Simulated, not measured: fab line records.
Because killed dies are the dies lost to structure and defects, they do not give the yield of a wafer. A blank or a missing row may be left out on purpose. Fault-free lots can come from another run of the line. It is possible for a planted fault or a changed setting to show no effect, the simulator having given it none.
What tool caused it? -- flow nand-harc -- at 1 step of a route of 1302, 14 lots with 42 wafers sampled

WHAT THE GAUGES SHOWED, per wafer
NHARC_P_M1_INSPECT_11. Usual: raw-defect-count reads 4.7 (standard deviation 2.2).
lot,measured,on,raw-defect-count,flag
L857,day 6 13:17,defect-inspect-01,8 4 6,
L859,day 7 14:52,defect-inspect-01,4 7 10,
L860,day 7 15:59,defect-inspect-02,2 4 1,
L862,day 8 20:09,defect-inspect-01,4 5 5,
L863,day 9 15:18,defect-inspect-02,6 5 4,
L864,day 10 00:05,defect-inspect-01,0 3 8,
L865,day 10 01:41,defect-inspect-01,4 8 2,
L867,day 11 04:28,defect-inspect-02,4 8 6,
L868,day 11 08:35,defect-inspect-02,4 0 2,
L874,day 13 13:25,defect-inspect-02,6 6 7,
L876,day 14 16:56,defect-inspect-02,6 4 4,
L877,day 14 20:23,defect-inspect-01,6 8 2,
L878,day 15 09:09,defect-inspect-02,7 2 4,
L879,day 15 19:06,defect-inspect-02,7 2 3,

WHAT TOOL EACH LOT RAN ON (gives the tool, then ch and the chambers of the sampled wafers, and finally the start)
The record holds no process step before these readings.

AS READ BY THE TOOLS THEMSELVES (means over the sampled wafers that have a number; for cases with no such wafer, the mark the record gives instead)
The record holds no such reading with a usual standard deviation.

THE ANSWER, worked out from the rows above alone
Rule: take the mean of a lot's wafers that have a number; if it is more than 3 standard deviations from the usual mean, the lot is off. Also off: a lot with no number at a reading for which 4 or more lots have one. The other lots that the step has rows for count as sound. First the gauges in route order, then the tools' own readings, where a lot's mean is used as printed above. The first step at which some lot is off is used, and at that step the reading that is off furthest; a lot without a number counts as furthest.
No lot is off at any reading shown: from this, nothing can be told.

WHAT THE SIMULATOR HAD INSERTED
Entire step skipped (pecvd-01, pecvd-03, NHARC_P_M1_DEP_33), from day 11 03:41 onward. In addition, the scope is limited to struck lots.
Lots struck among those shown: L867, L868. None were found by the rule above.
